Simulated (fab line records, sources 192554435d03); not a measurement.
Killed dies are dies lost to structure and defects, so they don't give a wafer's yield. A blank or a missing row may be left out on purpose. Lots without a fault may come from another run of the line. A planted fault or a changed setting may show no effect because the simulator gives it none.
Which tool did it? | flow n5_finfet | 24 lots, 72 wafers sampled, at 2 steps of a route of 1938

WHAT THE GAUGES READ, wafer by wafer
N5_BEOL_M12_OVL_MEAS_29. Usual: M12_OVL -6 nm, standard deviation 4.9.
lot  | measured     | on         | M12_OVL (nm) | flag
L074 | day 12 03:32 | overlay-02 | -12 -11 2    |
L076 | day 12 10:37 | overlay-02 | -10 -10 -7   |
L075 | day 12 10:39 | overlay-01 | -4 -2 -11    |
L077 | day 12 18:40 | overlay-01 | -5 -11 0     |
L078 | day 13 02:34 | overlay-02 | -8 -14 -17   |
L080 | day 13 11:32 | overlay-02 | -5 -10 -11   |
L079 | day 13 15:50 | overlay-02 | -6 -3 -1     |
L081 | day 13 18:09 | overlay-02 | -7 -16 -8    |
L082 | day 14 01:45 | overlay-01 | -10 -8 -14   |
L083 | day 14 02:00 | overlay-02 | -8 -6 0      |
L084 | day 14 09:23 | overlay-02 | -3 -11 -4    |
L087 | day 14 19:07 | overlay-01 | -2 -7 -4     |
L085 | day 15 04:56 | overlay-01 | -4 1 -5      |
L086 | day 15 10:07 | overlay-02 | -8 0 2       |
L089 | day 15 13:16 | overlay-02 | -3 7 -10     |
L091 | day 15 17:08 | overlay-01 | -4 -4 -4     |
L088 | day 15 18:37 | overlay-01 | -8 -4 -8     |
L092 | day 15 22:03 | overlay-01 | -2 -5 -8     |
L090 | day 16 11:20 | overlay-02 | 3 -8 0       |
L093 | day 17 05:02 | overlay-02 | -5 -7 -10    |
L095 | day 17 06:25 | overlay-01 | -8 -7 -1     |
L094 | day 17 15:55 | overlay-02 | -3 -10 -2    |
L097 | day 18 07:23 | overlay-01 | 1 1 -10      |
L096 | day 18 10:38 | overlay-01 | -12 -10 -8   |

WHICH TOOL RAN EACH LOT (tool, then ch and the chambers of the sampled wafers, then the start)
lot  | N5_BEOL_M11_STRIP_77
L074 | rie_diel-01 ch 1,2,3, day 12 03:32 or earlier
L076 | rie_diel-01 ch 0,1, day 12 10:37 or earlier
L075 | rie_diel-01 ch 0,1, day 12 10:39 or earlier
L077 | rie_diel-03 ch 1,2,3, day 12 18:40 or earlier
L078 | rie_diel-03 ch 1,2,3, day 13 02:34 or earlier
L080 | rie_diel-04 ch 2,3, day 13 11:32 or earlier
L079 | rie_diel-03 ch 0,3, day 13 15:50 or earlier
L081 | rie_diel-04 ch 0,1,3, day 13 18:09 or earlier
L082 | rie_diel-01 ch 0,2,3, day 14 01:45 or earlier
L083 | rie_diel-01 ch 0,1,2, day 14 02:00 or earlier
L084 | rie_diel-01 ch 0,1,2, day 14 09:23 or earlier
L087 | rie_diel-01 ch 1,2,3, day 14 19:07 or earlier
L085 | rie_diel-03 ch 1,2,3, day 15 04:56 or earlier
L086 | rie_diel-01 ch 0,2, day 15 10:07 or earlier
L089 | rie_diel-01 ch 0,2,3, day 15 13:16 or earlier
L091 | rie_diel-01 ch 2,3, day 15 17:08 or earlier
L088 | rie_diel-04 ch 0,2,3, day 15 18:37 or earlier
L092 | rie_diel-01 ch 0,2,3, day 15 22:03 or earlier
L090 | rie_diel-03 ch 1,2,3, day 16 11:20 or earlier
L093 | rie_diel-04 ch 1,2, day 17 05:02 or earlier
L095 | rie_diel-01 ch 2,3, day 17 06:25 or earlier
L094 | rie_diel-03 ch 2,3, day 17 15:55 or earlier
L097 | rie_diel-01 ch 0,1,2, day 18 07:23 or earlier
L096 | rie_diel-04 ch 0,1,2, day 18 10:38 or earlier
- N5_BEOL_M11_STRIP_77: strips in N2/H2, time 10 s.

WHAT THE TOOLS THEMSELVES READ (means of the sampled wafers that have a number; where no wafer has one, the mark that the record gives instead)
N5_BEOL_M11_STRIP_77. Usual: drypump_motor_current_A 5.9 A, standard deviation 0.48; oes_product_au 0.75 a.u., standard deviation 0.077; rf_vpp_V 59.2 V, standard deviation 0.85; showerhead_plenum_p_Torr 2.54 Torr, standard deviation 0.082; throttle_valve_pct 23.7 %, standard deviation 0.42.
lot  | tool        | drypump_motor_current_A (A) | oes_product_au (a.u.) | rf_vpp_V (V) | showerhead_plenum_p_Torr (Torr) | throttle_valve_pct (%) | flag
L074 | rie_diel-01 | 6.0                         | 0.72                  | 59.2         | 2.56                            | 23.9                   |
L076 | rie_diel-01 | 6.2                         | 0.76                  | 59.6         | 2.45                            | 23.7                   |
L075 | rie_diel-01 | 6.2                         | 0.76                  | 59.1         | 2.45                            | 23.7                   |
L077 | rie_diel-03 | 5.7                         | 0.75                  | 59.6         | 2.57                            | 23.7                   |
L078 | rie_diel-03 | 5.7                         | 0.75                  | 59.6         | 2.57                            | 23.7                   |
L080 | rie_diel-04 | 5.7                         | 0.78                  | 59.7         | 2.51                            | 23.8                   |
L079 | rie_diel-03 | 5.5                         | 0.74                  | 59.3         | 2.51                            | 24.0                   |
L081 | rie_diel-04 | 6.0                         | 0.72                  | 59.3         | 2.53                            | 24.0                   |
L082 | rie_diel-01 | 6.0                         | 0.77                  | 59.4         | 2.58                            | 23.5                   |
L083 | rie_diel-01 | 6.1                         | 0.76                  | 59.4         | 2.51                            | 23.7                   |
L084 | rie_diel-01 | 6.0                         | 0.75                  | 59.6         | 2.51                            | 23.6                   |
L087 | rie_diel-01 | 6.1                         | 0.70                  | 59.6         | 2.56                            | 23.9                   |
L085 | rie_diel-03 | 5.7                         | 0.74                  | 58.9         | 2.56                            | 23.8                   |
L086 | rie_diel-01 | 6.0                         | 0.81                  | 59.2         | 2.53                            | 23.3                   |
L089 | rie_diel-01 | 6.0                         | 0.76                  | 59.5         | 2.58                            | 23.5                   |
L091 | rie_diel-01 | 6.0                         | 0.71                  | 59.8         | 2.62                            | 23.7                   |
L088 | rie_diel-04 | 5.7                         | 0.84                  | 58.8         | 2.54                            | 23.5                   |
L092 | rie_diel-01 | 6.0                         | 0.76                  | 59.1         | 2.58                            | 23.6                   |
L090 | rie_diel-03 | 5.7                         | 0.73                  | 59.3         | 2.56                            | 23.8                   |
L093 | rie_diel-04 | 5.8                         | 0.76                  | 59.0         | 2.46                            | 24.2                   |
L095 | rie_diel-01 | 5.9                         | 0.71                  | 58.7         | 2.62                            | 23.8                   |
L094 | rie_diel-03 | 5.3                         | 0.74                  | 58.8         | 2.56                            | 23.8                   |
L097 | rie_diel-01 | 6.0                         | 0.84                  | 59.7         | 2.60                            | 23.6                   |
L096 | rie_diel-04 | 5.7                         | 0.83                  | 59.5         | 2.50                            | 23.7                   |

THE ANSWER, worked out from the rows above alone
Rule: a lot is off if the mean of its wafers that have a number lies more than 3 standard deviations from the usual mean. A lot without any number at a reading at which 4 lots or more have one is off too. The other lots that the step has rows for count as sound. The gauges are gone through in route order, then the tools' own readings, and for those a lot's mean is taken as printed above. The first step at which some lot is off is used, and at that step the reading that is off furthest; a lot without a number counts as furthest.
No lot is off at any reading shown: from this, nothing can be told.

WHAT THE SIMULATOR HAD PUT IN
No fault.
